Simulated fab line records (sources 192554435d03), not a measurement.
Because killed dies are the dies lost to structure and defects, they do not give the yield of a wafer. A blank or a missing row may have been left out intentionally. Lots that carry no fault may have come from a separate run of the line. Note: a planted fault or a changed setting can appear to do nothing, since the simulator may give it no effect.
Which tool was responsible? | flow n5-finfet | 28 wafers from 10 lots sampled at 5 of the route's 1938 steps

== WHAT THE GAUGES READ, wafer by wafer ==
N5_BEOL_M3_THK_MEAS_01.
lot  | measured     | on            | M3_ILD_THK (nm)
L932 | day 7 15:56  | film-metro-02 | 78.0 77.4 77.7
L936 | day 8 04:49  | film-metro-01 | 78.9 80.4 79.1
L940 | day 9 10:33  | film-metro-02 | 77.8 80.2 79.5
L942 | day 10 10:43 | film-metro-01 | 78.0 79.6 80.3
L943 | day 10 14:19 | film-metro-01 | 79.1 78.7 79.7
L944 | day 10 15:35 | film-metro-02 | 79.4 81.3 79.9
L945 | day 10 20:36 | film-metro-01 | 79.1 79.9 118.4
L950 | day 11 17:12 | film-metro-01 | 117.4 78.6
L952 | day 12 02:56 | film-metro-02 | 117.4 80.7
L955 | day 13 16:02 | film-metro-02 | 79.7 80.2 79.4

== WHICH TOOL RAN EACH LOT (tool, then ch and the chambers of the sampled wafers, then the start) ==
lot  | N5_BEOL_M2_SPUTTER_92        | N5_BEOL_M2_SPUTTER_94        | N5_BEOL_M2_SPUTTER_96        | N5_BEOL_M3_ILD_DEP_00
L932 | pvd-sputter-01, day 7 14:18  | pvd-sputter-01, day 7 14:31  | pvd-sputter-01, day 7 14:44  | pecvd-03 ch 0,1,2, day 7 15:53
L936 | pvd-sputter-03, day 8 03:12  | pvd-sputter-03, day 8 03:25  | pvd-sputter-03, day 8 03:38  | pecvd-04 ch 0,1, day 8 04:45
L940 | pvd-sputter-02, day 9 08:30  | pvd-sputter-02, day 9 08:43  | pvd-sputter-02, day 9 08:56  | pecvd-03 ch 0,1, day 9 10:28
L942 | pvd-sputter-01, day 10 09:03 | pvd-sputter-01, day 10 09:16 | pvd-sputter-01, day 10 09:29 | pecvd-03 ch 0,1, day 10 10:38
L943 | pvd-sputter-01, day 10 12:05 | pvd-sputter-01, day 10 12:19 | pvd-sputter-01, day 10 12:32 | pecvd-03 ch 0,1, day 10 14:14
L944 | pvd-sputter-02, day 10 13:48 | pvd-sputter-02, day 10 14:01 | pvd-sputter-02, day 10 14:14 | pecvd-03 ch 0,1, day 10 15:31
L945 | pvd-sputter-01, day 10 18:59 | pvd-sputter-01, day 10 19:12 | pvd-sputter-01, day 10 19:25 | pecvd-03 ch 0,1, day 10 20:32
L950 | pvd-sputter-03, day 11 15:34 | pvd-sputter-03, day 11 15:47 | pvd-sputter-03, day 11 16:00 | pecvd-03 ch 0,1, day 11 17:08
L952 | pvd-sputter-03, day 12 01:19 | pvd-sputter-03, day 12 01:32 | pvd-sputter-03, day 12 01:46 | pecvd-03 ch 1,2, day 12 02:52
L955 | pvd-sputter-02, day 13 13:49 | pvd-sputter-02, day 13 14:02 | pvd-sputter-02, day 13 14:16 | pecvd-04 ch 1,2, day 13 15:58
- N5_BEOL_M2_SPUTTER_92: material Cu, target thk 4.5 nm, time 8.29 s.
- N5_BEOL_M2_SPUTTER_94: material Cu, target thk 4.5 nm, time 8.29 s.
- N5_BEOL_M2_SPUTTER_96: material Cu, target thk 4.5 nm, time 8.29 s.
- N5_BEOL_M3_ILD_DEP_00: deposits SiOC from DEMS/O2, target thk 79 nm, time 15.3 s.

== THE ANSWER, worked out from the rows above alone ==
Rule: the usual values come from the lots themselves. The widest of any qualifying gaps counts: lots, ordered by their means at a reading, are off when they make up no more than a third of the lots, leave a main group of 4 or more, and stand apart from it by 3 or more times the standard deviation of that group's means. Not used: any main group whose means are identical at the precision the tables above print for the reading. Also off: a lot with no number at a reading for which 4 or more lots have one. All remaining lots with rows at the step are treated as sound.
Off: at N5_BEOL_M3_THK_MEAS_01 (M3_ILD_THK), L945, L950, L952. The main group: mean 79.3 nm, standard deviation 0.72.
If a tool, at a process step before that reading, ran all the lots that are off and no sound lot after the first of them, it fits. Those tools and the gauges at N5_BEOL_M3_THK_MEAS_01 are tried in the same way. One fits: pecvd-03 at N5_BEOL_M3_ILD_DEP_00. Its last sound lot is L944 (day 10 15:31), its first lot that is off L945 (day 10 20:32): a fault that began between those two fits.

== WHAT THE SIMULATOR PUT IN ==
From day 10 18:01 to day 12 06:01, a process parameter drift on pecvd-03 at N5_BEOL_M3_ILD_DEP_00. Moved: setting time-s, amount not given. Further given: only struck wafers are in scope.
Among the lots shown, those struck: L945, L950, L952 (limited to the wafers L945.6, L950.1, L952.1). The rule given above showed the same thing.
